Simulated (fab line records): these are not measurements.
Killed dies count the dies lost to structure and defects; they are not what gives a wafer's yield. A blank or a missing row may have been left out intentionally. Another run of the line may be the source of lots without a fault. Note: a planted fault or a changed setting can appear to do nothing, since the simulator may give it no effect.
fab line records -- flow n5Finfet -- part 1 of 2: steps 1 to 22 of 31
record: lots: 5, wafers: 15, lastDay: 17
route steps=1938 shown SDB@364 DUMMY_REMOVAL@377 HKMG_FIN@385
lots untouched by any fault: they come from a run of this same line in which no faults occurred
startH: hours from the record's first day to the start of the lot's first wafer shown -- waitH: hours elapsed since this lot's preceding step -- " same as the row above -- L1.1+2: a row that stands for several wafers -- - no value, or no start was given -- * or withheld: withheld -- < > ~ a bound
route shown NAME@n: NAME is a module with steps in the file, n the number in the route of the first one -- usual: the fault-free wafers' mean and standard deviation -- same: alike in all rows -- chamber/n: place in a boat -- sites: per-site readings -- _std_site: standard deviation of those values -- _edge_site: the outer-site mean with the inner-site mean subtracted -- radiusMm: for every site, how far away it sits from the centre of the wafer -- mask NAME#n: copy n -- behind: the last tool/chamber to shape the wafer -- hold: the reason the lot was held/the length of the hold in hours/how it ended -- device: transistor that didn't switch, given as n, p or np -- end of line: the same wafers' tests at the end of the route -- where a step has no rows: the recipe by itself -- killed: at the first sort, the dies lost to defects and structure; wafer yield is something else -- map: a wafer's dies, marking killed ones x, the rest . and places with no die _
set.NAME: the run value of the setting; set.NAME@STEP: its run value at that earlier step -- model.NAME: the simulator's own value behind a step, which no gauge read
a table for each step, a row for each wafer; lots at some steps of the route
services: from which hour (startH, from the record's first day; less than 0 if before it) a tool's chamber was out of use, for how many hours, and why
== steps ==
step: N5_SDB_HM_OPEN_20
recipe: chemistry: CH3F/O2, target: SiNx, maskMaterial: SOC, targetDepthA: 240, stopOn: poly-Si, overEtchFrac: 0.4, ionEnergyEv: 120, pressureMtorr: 30, sourceW: 395, biasW: 73, Ar_flow_sccm: 150, CH3F_flow_sccm: 30, O2_flow_sccm: 20
usual: drypumpMotorCurrentA: 5.6/0.43, oesProductAu: 0.65/0.071, rfVppV: 297/7.7, showerheadPlenumPTorr: 2.00/0.05, throttleValvePct: 16.41/0.16
lot.wafer,tool,chamber,startH,waitH,drypumpMotorCurrentA,oesProductAu,rfHoursCounterH,rfVppV,showerheadPlenumPTorr,throttleValvePct
L080.1,rieDiel-03,3,103.41,0.0,5.4,0.54,249,302,2.05,16.69
L080.4,rieDiel-03,0,103.41,0.0,5.8,0.58,220,286,1.98,16.51
L080.5,rieDiel-03,2,103.41,0.0,5.4,0.59,-,303,2.05,16.51
L082.2,rieDiel-04,0,120.10,0.0,4.8,0.69,52,303,2.04,16.17
L082.5,rieDiel-04,1,120.10,0.0,5.3,0.72,-,302,1.97,16.46
L082.6,rieDiel-04,2,120.10,0.0,5.5,0.79,-,294,1.95,16.28
L084.1,rieDiel-05,0,132.76,0.0,6.0,0.60,168,289,1.90,16.35
L084.4,rieDiel-05,2,132.76,0.0,5.3,0.63,-,293,2.01,16.22
L084.5,rieDiel-05,3,132.76,0.0,5.8,0.59,-,294,1.99,16.64
L094.1,rieDiel-03,2,188.66,0.0,5.4,0.56,238,303,2.03,16.57
L094.4,rieDiel-03,2,188.66,0.0,5.3,0.57,-,303,2.03,16.57
L094.6,rieDiel-03,1,188.66,0.0,6.3,0.68,-,311,2.02,16.31
L096.1,rieDiel-04,3,198.13,0.0,6.3,0.58,238,305,2.05,16.42
L096.2,rieDiel-04,1,198.13,0.0,5.2,0.69,52,304,1.96,16.52
L096.3,rieDiel-04,0,198.13,0.0,4.8,0.67,81,303,2.03,16.22
step: N5_SDB_STRIP_22
recipe: chemistry: N2/H2, powerW: 1000, tempC: 250, h2Frac: 0.65, overashFraction: 0.3, pressureMtorr: withheld, n2FlowSccm: 1750, h2FlowSccm: 3250
usual: drypumpMotorCurrentA: 5.9/0.42, h2FlowSccm: 3250/9.6, heaterPowerW: 331/24, oesProductAu: 0.714/0.0048, stripTimeToEndpointS: 96.3/0.49
lot.wafer,tool,chamber,startH,waitH,drypumpMotorCurrentA,h2FlowSccm,heaterPowerW,oesProductAu,rfHoursCounterH,stripTimeToEndpointS
L080.1,plasmaAsher-02,1,103.74,0.3,5.8,3235,359,0.709,95,96.1
L080.4,plasmaAsher-02,0,103.74,0.3,6.4,3245,341,0.711,-,96.8
L080.5,plasmaAsher-02,0,103.74,0.3,6.5,3246,339,0.717,-,95.9
L082.2,plasmaAsher-02,0,120.18,0.1,6.5,3244,350,0.698,98,94.9
L082.5,plasmaAsher-02,0,120.18,0.1,6.4,3244,347,0.716,-,95.4
L082.6,plasmaAsher-02,1,120.18,0.1,5.8,3259,362,0.711,-,95.3
L084.1,plasmaAsher-01,1,132.84,0.1,5.3,3242,306,0.715,43,96.6
L084.4,plasmaAsher-01,1,132.84,0.1,5.4,3251,309,0.716,-,97.0
L084.5,plasmaAsher-01,1,132.84,0.1,5.4,3247,303,0.720,-,96.7
L094.1,plasmaAsher-02,0,188.74,0.1,6.4,3244,341,0.716,111,96.5
L094.4,plasmaAsher-02,0,188.74,0.1,6.4,3255,358,0.711,-,96.6
L094.6,plasmaAsher-02,0,188.74,0.1,6.4,3259,339,0.720,-,96.5
L096.1,plasmaAsher-02,1,198.21,0.1,5.7,3246,353,0.721,112,96.4
L096.2,plasmaAsher-02,0,198.21,0.1,6.4,3261,343,0.715,112,96.3
L096.3,plasmaAsher-02,1,198.21,0.1,5.7,3262,352,0.714,-,95.9
step: N5_SDB_PRECLEAN_23
recipe: chemistry: dHF, timeS: 30, tempC: 25, dilution: withheld
lot.wafer,tool,chamber,startH,waitH
L080.1+4+5,wetBench-05,"7,5,2",103.88,0.1
L082.2+5+6,wetBench-02,"5,1,6",120.33,0.1
L084.1+4+5,wetBench-02,"5,3,2",132.98,0.1
L094.1+4+6,wetBench-02,"4,0,3",188.89,0.1
L096.1+2+3,wetBench-02,"1,3,5",198.42,0.2
step: N5_SDB_DUMMY_REMOVE_24
recipe: chemistry: TMAH, tempC: 70, target: poly-Si, stopOn: SiO2, targetDepthNm: 142, concWtPct: 5, timeS: 57, dry: ipaMarangoni, rinseTimeS: 30, rinseTempC: 23
usual: bathGuardTempC: 70.1/0.42
lot.wafer,tool,chamber,startH,waitH,bathGuardTempC
L080.1,wetBench-05,7,103.89,0.0,69.9
L080.4,wetBench-05,5,103.89,0.0,69.9
L080.5,wetBench-05,2,103.89,0.0,70.6
L082.2,wetBench-02,5,120.34,0.0,70.8
L082.5,wetBench-02,1,120.34,0.0,69.3
L082.6,wetBench-02,6,120.34,0.0,70.3
L084.1,wetBench-02,5,133.00,0.0,70.8
L084.4,wetBench-02,3,133.00,0.0,70.3
L084.5,wetBench-02,2,133.00,0.0,69.7
L094.1,wetBench-02,4,188.90,0.0,70.1
L094.4,wetBench-02,0,188.90,0.0,70.3
L094.6,wetBench-02,3,188.90,0.0,70.6
L096.1,wetBench-02,1,198.43,0.0,69.2
L096.2,wetBench-02,3,198.43,0.0,70.8
L096.3,wetBench-02,5,198.43,0.0,70.7
step: N5_SDB_ETCH_25
recipe: chemistry: C4F6/O2, target: SiO2, targetDepthA: 100, timeS: 3.3, ionEnergyEv: 250, maskMaterial: SiNx, pressureMtorr: 30, sourceW: 345, biasW: 185, Ar_flow_sccm: 300, C4F6_flow_sccm: 10, O2_flow_sccm: 10
usual: drypumpMotorCurrentA: 5.6/0.46, oesProductAu: 0.81/0.1, rfVppV: 668/17, showerheadPlenumPTorr: 2.85/0.062, throttleValvePct: 21.22/0.15
lot.wafer,tool,chamber,startH,waitH,drypumpMotorCurrentA,oesProductAu,rfHoursCounterH,rfVppV,showerheadPlenumPTorr,throttleValvePct
L080.1,rieDiel-04,3,103.99,0.1,6.3,0.73,209,680,2.92,21.14
L080.4,rieDiel-04,1,103.99,0.1,5.2,0.91,16,677,2.81,21.38
L080.5,rieDiel-04,3,103.99,0.1,6.3,0.72,-,683,2.92,21.15
L082.2,rieDiel-05,0,120.40,0.0,6.0,0.72,162,645,2.71,21.09
L082.5,rieDiel-05,0,120.40,0.0,6.0,0.72,-,647,2.71,21.08
L082.6,rieDiel-05,2,120.40,0.0,5.3,0.77,-,657,2.86,21.02
L084.1,rieDiel-03,1,133.17,0.1,6.3,0.83,61,698,2.88,21.12
L084.4,rieDiel-03,2,133.17,0.1,5.4,0.70,215,675,2.89,21.25
L084.5,rieDiel-03,0,133.17,0.1,5.8,0.66,-,642,2.82,21.32
L094.1,rieDiel-03,3,188.96,0.0,5.5,0.92,28,672,2.91,21.24
L094.4,rieDiel-03,2,188.96,0.0,5.4,0.69,-,677,2.88,21.28
L094.6,rieDiel-03,1,188.96,0.0,6.3,0.81,-,699,2.87,21.15
L096.1,rieDiel-03,2,198.49,0.0,5.4,0.68,242,674,2.88,21.28
L096.2,rieDiel-03,1,198.49,0.0,6.3,0.81,86,698,2.86,21.14
L096.3,rieDiel-03,3,198.49,0.0,5.4,0.91,32,674,2.91,21.23
step: N5_SDB_CUT_ETCH_26
recipe: chemistry: HBr/Cl2/O2, target: Si, targetDepthA: 1296, btTimeS: 20, maskMaterial: SiNx, timeS: 51.8, ionEnergyEv: *, biasW: *, pressureMtorr: 10, icpW: 800, HBr_flow_sccm: 150, Cl2_flow_sccm: 80, O2_flow_sccm: 12
usual: drypumpMotorCurrentA: 5.9/0.43, oesProductAu: 1.005/0.011, throttleValvePct: 37.2/0.42
lot.wafer,tool,chamber,startH,waitH,drypumpMotorCurrentA,oesProductAu,rfHoursCounterH,throttleValvePct
L080.1,rieSi-05,3,104.07,0.1,6.4,1.009,24,37.8
L080.4,rieSi-05,2,104.07,0.1,5.3,1.015,196,37.2
L080.5,rieSi-05,0,104.07,0.1,5.7,0.998,-,37.0
L082.2,rieSi-03,2,120.49,0.1,6.5,1.004,21,37.8
L082.5,rieSi-03,3,120.49,0.1,6.2,1.009,-,36.7
L082.6,rieSi-03,0,120.49,0.1,6.1,0.987,-,37.3
L084.1,rieSi-03,0,133.25,0.1,6.1,0.975,104,37.3
L084.4,rieSi-03,2,133.25,0.1,6.5,1.005,21,37.8
L084.5,rieSi-03,2,133.25,0.1,6.5,0.997,-,37.8
L094.1,rieSi-03,0,189.05,0.1,6.0,0.993,105,37.3
L094.4,rieSi-03,3,189.05,0.1,6.2,1.020,183,36.6
L094.6,rieSi-03,1,189.05,0.1,5.8,1.013,-,37.0
L096.1,rieSi-03,1,198.58,0.1,5.8,1.014,97,36.9
L096.2,rieSi-03,3,198.58,0.1,6.2,1.018,183,36.6
L096.3,rieSi-03,0,198.58,0.1,6.1,0.979,105,37.3
step: N5_SDB_PRECLEAN_38
recipe: chemistry: dHF, timeS: 10, dilution: 750:1, tempC: 25
lot.wafer,tool,chamber,startH,waitH
L080.1+4+5,wetBench-01,"4,7,6",104.19,0.1
L082.2+5+6,wetBench-01,"7,4,3",120.60,0.1
L084.1+4+5,wetBench-05,"0,7,1",133.37,0.1
L094.1+4+6,wetBench-02,"5,7,1",189.16,0.1
L096.1+2+3,wetBench-01,"4,3,0",198.70,0.1
step: N5_SDB_PRECLEAN_39
recipe: chemistry: O3/DIW, timeS: 45, tempC: 22, o3Ppm: 10
lot.wafer,tool,chamber,startH,waitH
L080.1+4+5,wetBench-01,"4,7,6",104.20,0.0
L082.2+5+6,wetBench-01,"7,4,3",120.61,0.0
L084.1+4+5,wetBench-05,"0,7,1",133.38,0.0
L094.1+4+6,wetBench-02,"5,7,1",189.17,0.0
L096.1+2+3,wetBench-01,"4,3,0",198.71,0.0
step: N5_SDB_SRD_28
recipe: dry: ipaMarangoni, timeS: 30, tempC: 23, rinseLiquid: diw
lot.wafer,tool,chamber,startH,waitH
L080.1+4+5,wetBench-01,"4,7,6",104.23,0.0
L082.2+5+6,wetBench-01,"7,4,3",120.62,0.0
L084.1+4+5,wetBench-05,"0,7,1",133.41,0.0
L094.1+4+6,wetBench-02,"5,7,1",189.18,0.0
L096.1+2+3,wetBench-01,"4,3,0",198.73,0.0
step: N5_SDB_ALD_29
recipe: material: SiNx, targetThkA: 300, tempC: 400, aldPrecursorFamily: SiH2I2, aldCoReactant: N2/H2-plasma, pulseTimeS: 1, aldCycles: 600, purgeTimeS: 2, coReactantPurgeTimeS: 2, pressureTorr: 2
usual: heaterPowerW: 861/87, precursorPulseHeightRel: 0.998/0.018
lot.wafer,tool,chamber,startH,waitH,heaterPowerW,precursorPulseHeightRel
L080.1,aldSin-02,3,104.70,0.4,852,0.974
L080.4,aldSin-02,0,104.70,0.4,896,1.001
L080.5,aldSin-02,2,106.05,1.8,1026,1.018
L082.2,aldSin-01,2,120.67,0.0,905,0.974
L082.5,aldSin-01,2,122.02,1.4,896,0.979
L082.6,aldSin-01,3,122.02,1.4,851,0.995
L084.1,aldSin-02,1,133.47,0.0,767,1.010
L084.4,aldSin-02,2,134.83,1.4,1049,0.952
L084.5,aldSin-02,3,134.83,1.4,845,0.987
L094.1,aldSin-01,0,190.55,1.3,721,1.014
L094.4,aldSin-01,1,190.55,1.3,898,1.004
L094.6,aldSin-01,0,191.90,2.7,721,0.969
L096.1,aldSin-02,3,199.44,0.7,868,1.011
L096.2,aldSin-02,0,199.44,0.7,890,1.001
L096.3,aldSin-02,1,199.44,0.7,755,0.994
step: N5_SDB_CMP_30
recipe: stopOn: poly-Si, tOverpolishS: 1.54, postCmpClean: alkalineBrush, downForcePsi: 4.1491, platenRpm: 51.796, padVelocityMS: 1.0306, targetThkNm: 30
usual: motorCurrentA: 12.7/1.5, overpolishRunS: 1.541/0.0084, timeToEndpointS: 19/3.4
lot.wafer,tool,chamber,startH,waitH,motorCurrentA,overpolishRunS,timeToEndpointS
L080.1,cmp-04,3,107.47,1.4,12.6,1.538,16
L080.4,cmp-04,0,107.47,1.4,12.7,1.545,19
L080.5,cmp-04,3,107.47,1.4,11.8,1.536,15
L082.2,cmp-03,2,123.44,1.4,11.4,1.551,20
L082.5,cmp-03,1,123.44,1.4,11.0,1.550,25
L082.6,cmp-03,2,123.44,1.4,11.5,1.533,19
L084.4,cmp-03,1,136.21,0.0,11.1,1.533,23
L084.1,cmp-03,3,136.21,0.0,11.9,1.538,16
L084.5,cmp-03,1,136.21,0.0,11.5,1.545,24
L094.1,cmp-01,3,193.35,1.5,14.4,1.545,21
L094.4,cmp-01,0,193.35,1.5,13.7,1.539,17
L094.6,cmp-01,1,193.35,1.5,15.6,1.541,22
L096.3,cmp-04,3,202.21,1.4,12.5,1.529,21
L096.1,cmp-04,0,202.21,1.4,12.9,1.529,23
L096.2,cmp-04,1,202.21,1.4,13.7,1.537,21
step: N5_SDB_THK_MEAS_31
recipe: reads: a-Si_of_DUMMY_GATE_CVD_03
usual: SDB_THK: 64.7/1.7
lot.wafer,tool,chamber,startH,waitH,SDB_THK[nm]
L080.1,filmMetro-01,-,107.72,-,67.3
L080.4,filmMetro-01,-,107.72,-,63.8
L080.5,filmMetro-01,-,107.72,-,64.5
L082.2,filmMetro-01,-,123.70,-,66.8
L082.5,filmMetro-01,-,123.70,-,64.2
L082.6,filmMetro-01,-,123.70,-,66.3
L084.1,filmMetro-02,-,136.50,-,68.0
L084.4,filmMetro-02,-,136.50,-,63.4
L084.5,filmMetro-02,-,136.50,-,62.2
L094.1,filmMetro-01,-,193.57,-,63.3
L094.4,filmMetro-01,-,193.57,-,62.6
L094.6,filmMetro-01,-,193.57,-,67.6
L096.1,filmMetro-01,-,202.47,-,61.6
L096.2,filmMetro-01,-,202.47,-,65.6
L096.3,filmMetro-01,-,202.47,-,63.0
step: N5_SDB_INSPECT_36
recipe: inspectInstrument: darkfield, mode: postCmp
usual: rawDefectCount: 38/14
lot.wafer,tool,chamber,startH,waitH,rawDefectCount
L080.1,defectInspect-01,-,107.75,0.0,81
L080.4,defectInspect-01,-,107.75,0.0,58
L080.5,defectInspect-01,-,107.75,0.0,51
L082.2,defectInspect-01,-,123.72,0.0,38
L082.5,defectInspect-01,-,123.72,0.0,28
L082.6,defectInspect-01,-,123.72,0.0,27
L084.1,defectInspect-02,-,136.53,0.0,33
L084.4,defectInspect-02,-,136.53,0.0,38
L084.5,defectInspect-02,-,136.53,0.0,53
L094.1,defectInspect-01,-,193.60,0.0,53
L094.4,defectInspect-01,-,193.60,0.0,43
L094.6,defectInspect-01,-,193.60,0.0,44
L096.1,defectInspect-02,-,202.49,0.0,23
L096.2,defectInspect-02,-,202.49,0.0,15
L096.3,defectInspect-02,-,202.49,0.0,12
step: N5_DUMMY_REMOVAL_HM_STRIP_01
recipe: chemistry: CH3F/O2, material: SiNx, targetDepthA: 40, stopOn: poly-Si, timeS: 6.8, overEtchFrac: 0.3, ionEnergyEv: 60, powerW: 410, biasW: 29, Ar_flow_sccm: 150, CH3F_flow_sccm: 30, O2_flow_sccm: 20
usual: drypumpMotorCurrentA: 5.5/0.34, oesProductAu: 0.62/0.062, rfVppV: 127.6/0.92, showerheadPlenumPTorr: 2.02/0.049, throttleValvePct: 16.45/0.25
lot.wafer,tool,chamber,startH,waitH,drypumpMotorCurrentA,oesProductAu,rfHoursCounterH,rfVppV,showerheadPlenumPTorr,throttleValvePct
L080.1,rieDiel-01,0,107.79,0.0,5.3,0.73,14,128.5,2.04,16.48
L080.4,rieDiel-01,1,107.79,0.0,5.5,0.63,135,127.7,2.08,16.35
L080.5,rieDiel-01,3,107.79,0.0,5.2,0.59,-,126.5,1.96,16.43
L082.2,rieDiel-01,1,123.76,0.0,5.5,0.62,141,127.9,2.07,16.36
L082.5,rieDiel-01,3,123.76,0.0,5.2,0.58,-,128.1,1.96,16.45
L082.6,rieDiel-01,0,123.76,0.0,5.3,0.73,-,127.1,2.04,16.45
L084.1,rieDiel-06,0,136.56,0.0,5.3,0.61,146,127.7,2.10,16.26
L084.4,rieDiel-06,2,136.56,0.0,5.0,0.71,50,127.9,2.03,16.16
L084.5,rieDiel-06,3,136.56,0.0,4.9,0.58,-,126.6,1.92,17.02
L094.1,rieDiel-02,2,193.63,0.0,5.7,0.57,250,128.5,2.03,16.29
L094.4,rieDiel-02,0,193.63,0.0,5.8,0.71,44,129.0,2.03,16.22
L094.6,rieDiel-02,0,193.63,0.0,5.8,0.70,-,127.4,2.03,16.21
L096.1,rieDiel-01,1,202.53,0.0,5.5,0.61,166,127.4,2.07,16.40
L096.2,rieDiel-01,2,202.53,0.0,5.9,0.57,216,128.7,2.00,16.87
L096.3,rieDiel-01,3,202.53,0.0,5.2,0.57,231,128.0,1.95,16.47
step: N5_DUMMY_REMOVAL_STRIP_10
recipe: chemistry: N2/H2, timeS: 40, powerW: 100, tempC: 40, pressureMtorr: 100, rfFrequencyHz: 6e+07, biasPowerW: 3, n2FlowSccm: 300, h2FlowSccm: 300
usual: drypumpMotorCurrentA: 5.5/0.34, h2FlowSccm: 300.1/0.91, oesProductAu: 0.77/0.083, rfVppV: 45.3/0.9, showerheadPlenumPTorr: 3.40/0.089, throttleValvePct: 12.30/0.27
lot.wafer,tool,chamber,startH,waitH,drypumpMotorCurrentA,h2FlowSccm,oesProductAu,rfHoursCounterH,rfVppV,showerheadPlenumPTorr,throttleValvePct
L080.1,rieDiel-01,0,107.82,0.0,5.3,299.3,0.93,14,46.1,3.42,12.07
L080.4,rieDiel-01,1,107.82,0.0,5.6,300.2,0.77,135,44.7,3.51,12.29
L080.5,rieDiel-01,3,107.82,0.0,5.2,301.0,0.70,-,46.5,3.35,12.47
L082.2,rieDiel-01,1,123.79,0.0,5.6,300.4,0.76,141,46.6,3.51,12.27
L082.5,rieDiel-01,3,123.79,0.0,5.2,299.9,0.69,-,45.8,3.35,12.49
L082.6,rieDiel-01,0,123.79,0.0,5.3,299.4,0.92,-,45.7,3.42,12.07
L084.1,rieDiel-06,0,136.60,0.0,5.4,300.8,0.74,146,46.0,3.53,12.19
L084.4,rieDiel-06,2,136.60,0.0,5.1,299.4,0.87,50,44.6,3.42,12.02
L084.5,rieDiel-06,3,136.60,0.0,4.9,300.3,0.71,-,45.4,3.19,12.60
L094.1,rieDiel-02,2,193.67,0.0,5.7,299.4,0.71,250,46.3,3.42,12.23
L094.4,rieDiel-02,0,193.67,0.0,5.8,299.7,0.88,44,47.3,3.40,11.87
L094.6,rieDiel-02,0,193.67,0.0,5.8,300.8,0.87,-,44.5,3.40,11.88
L096.1,rieDiel-01,1,202.56,0.0,5.5,300.9,0.74,166,45.0,3.49,12.34
L096.2,rieDiel-01,2,202.56,0.0,5.9,300.4,0.72,216,44.8,3.34,12.72
L096.3,rieDiel-01,3,202.56,0.0,5.2,299.3,0.68,231,44.6,3.33,12.52
step: N5_DUMMY_REMOVAL_PRECLEAN_07
recipe: chemistry: dHF, timeS: 30, tempC: 25, dilution: withheld
lot.wafer,tool,chamber,startH,waitH
L080.1+4+5,wetBench-06,"2,4,6",107.91,0.1
L082.2+5+6,wetBench-03,"7,6,0",123.88,0.1
L084.1+4+5,wetBench-06,"0,3,1",136.69,0.1
L094.1+4+6,wetBench-03,"6,1,2",193.76,0.1
L096.1+2+3,wetBench-04,"4,7,2",202.66,0.1
step: N5_DUMMY_REMOVAL_DUMMY_REMOVE_02
recipe: chemistry: TMAH, tempC: 70, target: poly-Si, stopOn: SiO2, targetDepthNm: 142, concWtPct: 5, timeS: 57, dry: ipaMarangoni, rinseTimeS: 30, rinseTempC: 23
usual: bathGuardTempC: 69.9/0.52
lot.wafer,tool,chamber,startH,waitH,bathGuardTempC
L080.1,wetBench-06,2,107.92,0.0,70.5
L080.4,wetBench-06,4,107.92,0.0,70.0
L080.5,wetBench-06,6,107.92,0.0,70.4
L082.2,wetBench-03,7,123.89,0.0,70.4
L082.5,wetBench-03,6,123.89,0.0,69.7
L082.6,wetBench-03,0,123.89,0.0,70.1
L084.1,wetBench-06,0,136.70,0.0,70.3
L084.4,wetBench-06,3,136.70,0.0,68.7
L084.5,wetBench-06,1,136.70,0.0,70.2
L094.1,wetBench-03,6,193.77,0.0,69.8
L094.4,wetBench-03,1,193.77,0.0,70.3
L094.6,wetBench-03,2,193.77,0.0,69.3
L096.1,wetBench-04,4,202.67,0.0,70.1
L096.2,wetBench-04,7,202.67,0.0,70.4
L096.3,wetBench-04,2,202.67,0.0,69.9
step: N5_DUMMY_REMOVAL_INSPECT_06
recipe: inspectInstrument: brightfield, mode: aei
usual: rawDefectCount: 12/4.9
lot.wafer,tool,chamber,startH,waitH,rawDefectCount
L080.1,defectInspect-02,-,107.98,0.0,5
L080.4,defectInspect-02,-,107.98,0.0,9
L080.5,defectInspect-02,-,107.98,0.0,7
L082.2,defectInspect-02,-,123.95,0.0,7
L082.5,defectInspect-02,-,123.95,0.0,11
L082.6,defectInspect-02,-,123.95,0.0,11
L084.1,defectInspect-01,-,136.76,0.0,10
L084.4,defectInspect-01,-,136.76,0.0,13
L084.5,defectInspect-01,-,136.76,0.0,7
L094.1,defectInspect-02,-,193.83,0.0,15
L094.4,defectInspect-02,-,193.83,0.0,15
L094.6,defectInspect-02,-,193.83,0.0,19
L096.1,defectInspect-02,-,202.73,0.0,5
L096.2,defectInspect-02,-,202.73,0.0,10
L096.3,defectInspect-02,-,202.73,0.0,12
step: N5_DUMMY_REMOVAL_PRECLEAN_08
recipe: chemistry: NF3:NH3, afsCycles: 2, tempC: 30, timeS: 20, sublimationTempC: 180, sublimationTimeS: 60, pressureTorr: 3, rfPowerW: 30
same: afsCycles: 2
lot.wafer,tool,chamber,startH,waitH
L080.1+4+5,remotePlasma-02,1,108.02,0.0
L082.2+5+6,remotePlasma-01,1,124.02,0.1
L084.1+4+5,remotePlasma-01,1,136.79,0.0
L094.1+4+6,remotePlasma-02,1,193.87,0.0
L096.1+2+3,remotePlasma-02,0,202.76,0.0
step: N5_DUMMY_REMOVAL_PRECLEAN_04
recipe: chemistry: DHF, timeS: 37, tempC: 25, dilution: 500:1
lot.wafer,tool,chamber,startH,waitH
L080.1+4+5,wetBench-04,"3,4,6",108.23,0.2
L082.2+5+6,wetBench-06,"3,1,6",124.20,0.2
L084.1+4+5,wetBench-03,"5,4,3",137.00,0.2
L094.1+4+6,wetBench-04,"3,1,2",194.08,0.2
L096.1+2+3,wetBench-06,"2,6,3",202.97,0.2
step: N5_DUMMY_REMOVAL_SRD_05
recipe: dry: ipaMarangoni, doPpb: 5, timeS: 30, tempC: 23, rinseLiquid: diw
lot.wafer,tool,chamber,startH,waitH
L080.1+4+5,wetBench-04,"3,4,6",108.24,0.0
L082.2+5+6,wetBench-06,"3,1,6",124.21,0.0
L084.1+4+5,wetBench-03,"5,4,3",137.02,0.0
L094.1+4+6,wetBench-04,"3,1,2",194.09,0.0
L096.1+2+3,wetBench-06,"2,6,3",202.99,0.0
step: N5_HKMG_FIN_IL_REGROW_00
recipe: material: SiO2, targetThkA: 7.5, chemistry: O3, tempC: withheld, timeS: 30
lot.wafer,tool,chamber,startH,waitH
L080.1+4+5,aldHk-03,"0,2,0",108.29,0.0
L082.2+5+6,aldHk-01,"0,0,3",124.26,0.0
L084.1+4+5,aldHk-02,"2,3,3",137.06,0.0
L094.1+4+6,aldHk-03,"2,0,1",194.14,0.0
L096.1+2+3,aldHk-02,"2,1,0",203.04,0.0
